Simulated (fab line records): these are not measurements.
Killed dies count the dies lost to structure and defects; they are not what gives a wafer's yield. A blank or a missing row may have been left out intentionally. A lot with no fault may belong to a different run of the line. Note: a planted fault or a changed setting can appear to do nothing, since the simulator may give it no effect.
Chamber matching	flow nandHarc	NHARC_P_M0_STRIP_18 on rieDiel-04: 4 sister chambers
The step strips in N2/H2. 8 wafers are shown with their chamber, then 9 later ones without.

== EACH WAFER AND ITS CHAMBER ==
wafer	chamber	rfFwdPowerW (W)	oesProductAu (a.u.)
L082.6	0	1000.3	1.000
L089.4	3	999.5	1.012
L088.3	1	1000.1	0.984
L088.4	1	998.2	0.991
L088.5	2	996.4	0.997
L093.1	3	999.6	0.994
L093.2	2	996.0	1.000
L093.4	0	997.0	0.999

== WAFERS WITH NO CHAMBER GIVEN ==
wafer	rfFwdPowerW (W)	oesProductAu (a.u.)
L092.1	991.6	1.016
L092.5	992.7	0.990
L092.6	994.5	1.006
L095.1	997.4	0.997
L095.5	999.7	1.007
L095.6	990.9	0.998
L096.3	998.4	1.005
L096.4	997.5	1.005
L096.6	994.0	1.013

== WHICH CHAMBER EACH WENT THROUGH ==
wafer	from the rows above	in truth
L092.1	can't be placed: 2 or 0 or 3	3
L092.5	can't be placed: 2 or 0 or 1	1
L092.6	can't be placed: 2 or 0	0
L095.1	can't be placed: 2 or 0 or 3 or 1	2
L095.5	can't be placed: 3 or 0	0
L095.6	can't be placed: 2 or 0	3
L096.3	can't be placed: 0 or 3 or 2 or 1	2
L096.4	can't be placed: 0 or 2 or 3 or 1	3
L096.6	can't be placed: 2 or 0 or 3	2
0 of 9 placed correctly. Can't be placed from these rows: 9 (the true chamber is among the candidates in 8). 0 placed wrongly.
How it was worked out, from the rows above alone: a wafer's distance from a chamber is the root of the sum, over the readings, of the square of ((its reading less the chamber's mean) divided by the reading's scatter). If the next closest chamber is less than 2 further off than the closest, the wafer can't be placed; otherwise it belongs to the closest. A chamber's mean is the mean of its shown wafers. The scatter: take each reading less its chamber's mean, square it, sum over the shown wafers, divide by the number of wafers less the number of chambers, and take the root.
